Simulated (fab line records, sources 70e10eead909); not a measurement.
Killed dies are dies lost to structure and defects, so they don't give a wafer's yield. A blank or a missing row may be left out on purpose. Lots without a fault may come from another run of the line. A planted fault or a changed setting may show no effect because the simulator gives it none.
Chamber matching | flow nand_harc | NHARC_A_BONDPAD_STRIP_15 on rie_diel-13: 4 sister chambers
The step strips in O2. 8 wafers are shown with their chamber, then 12 later ones without.

WAFERS WITH THEIR CHAMBER
wafer  | chamber | showerhead_plenum_p_Torr (Torr) | drypump_motor_current_A (A)
L088.5 | 1       | 3.54                            | 6.5
L091.2 | 1       | 3.54                            | 6.5
L091.3 | 2       | 3.75                            | 5.7
L092.4 | 2       | 3.75                            | 5.8
L095.5 | 3       | 3.41                            | 6.1
L093.2 | 3       | 3.41                            | 6.1
L093.3 | 0       | 3.38                            | 5.6
L093.5 | 0       | 3.37                            | 5.6

WAFERS WITHOUT THEIR CHAMBER
wafer  | showerhead_plenum_p_Torr (Torr) | drypump_motor_current_A (A)
L094.2 | 3.75                            | 5.8
L094.3 | 3.41                            | 6.1
L094.5 | 3.75                            | 5.8
L094.1 | 3.54                            | 6.5
L094.4 | 3.37                            | 5.6
L094.6 | 3.41                            | 6.1
L096.3 | 3.54                            | 6.5
L096.5 | 3.75                            | 5.7
L096.6 | 3.41                            | 6.1
L097.1 | 3.75                            | 5.7
L097.2 | 3.54                            | 6.5
L097.4 | 3.41                            | 6.1

WHICH CHAMBER EACH WENT THROUGH
wafer  | from the rows above | in truth
L094.2 | 2                   | 2
L094.3 | 3                   | 3
L094.5 | 2                   | 2
L094.1 | 1                   | 1
L094.4 | 0                   | 0
L094.6 | 3                   | 3
L096.3 | 1                   | 1
L096.5 | 2                   | 2
L096.6 | 3                   | 3
L097.1 | 2                   | 2
L097.2 | 1                   | 1
L097.4 | 3                   | 3
Placed correctly: 12 of 12. Can't be placed from these rows: 0. Placed wrongly: 0.
How it was worked out, from the rows above alone: a wafer's distance from a chamber is the root of the sum, over the readings, of the square of ((its reading less the chamber's mean) divided by the reading's scatter). The wafer belongs to the nearest chamber; if the next one is less than 2 further off, it can't be placed. A chamber's mean is the mean of its shown wafers. The scatter: the root of (the sum of the squares of (reading less its chamber's mean) over the shown wafers, divided by (wafers less chambers)).
